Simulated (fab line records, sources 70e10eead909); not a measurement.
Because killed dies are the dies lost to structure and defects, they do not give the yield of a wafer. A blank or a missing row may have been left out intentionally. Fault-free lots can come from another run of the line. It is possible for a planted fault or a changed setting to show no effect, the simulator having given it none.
Chamber matching :: flow nandHarc :: 4 sister chambers for NHARC_A_BLC_ALD_23 on aldMetal-03
The step deposits TiN, target thk 3 nm, pulse time 1 s, ald cycles 150. 4 wafers are shown with their chamber, then 7 later ones without.

WAFERS, EACH WITH ITS CHAMBER
wafer: L078.1
chamber: 0
heaterPowerW (W): 1091

wafer: L081.1
chamber: 3
heaterPowerW (W): 992

wafer: L088.6
chamber: 1
heaterPowerW (W): 978

wafer: L089.5
chamber: 2
heaterPowerW (W): 1250

WAFERS WHOSE CHAMBER IS MISSING
wafer: L089.6
heaterPowerW (W): 982

wafer: L093.1
heaterPowerW (W): 1231

wafer: L093.4
heaterPowerW (W): 1138

wafer: L093.6
heaterPowerW (W): 967

wafer: L095.1
heaterPowerW (W): 1250

wafer: L095.4
heaterPowerW (W): 1145

wafer: L095.5
heaterPowerW (W): 1132

CHAMBER TAKEN BY EACH
wafer: L089.6
from the rows above: can't be placed: 1 or 3
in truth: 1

wafer: L093.1
from the rows above: 2
in truth: 2

wafer: L093.4
from the rows above: 0
in truth: 0

wafer: L093.6
from the rows above: can't be placed: 1 or 3
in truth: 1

wafer: L095.1
from the rows above: 2
in truth: 2

wafer: L095.4
from the rows above: can't be placed: 0 or 2
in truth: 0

wafer: L095.5
from the rows above: 0
in truth: 0
Placed correctly: 4 of 7. Unplaceable from these rows: 3, with the true chamber sitting among the candidates in 3. Number placed wrongly: 0.
How it was worked out, from the rows above alone: a wafer's distance from a chamber is the root of the sum, over the readings, of the square of ((its reading less the chamber's mean) divided by the reading's scatter). If the next closest chamber is less than 2 further off than the closest, the wafer can't be placed; otherwise it belongs to the closest. A chamber's mean is the mean of its shown wafers. The scatter (one wafer shown for each chamber): square how far every hidden wafer sits from the nearest shown wafer, average those squares and take the square root.
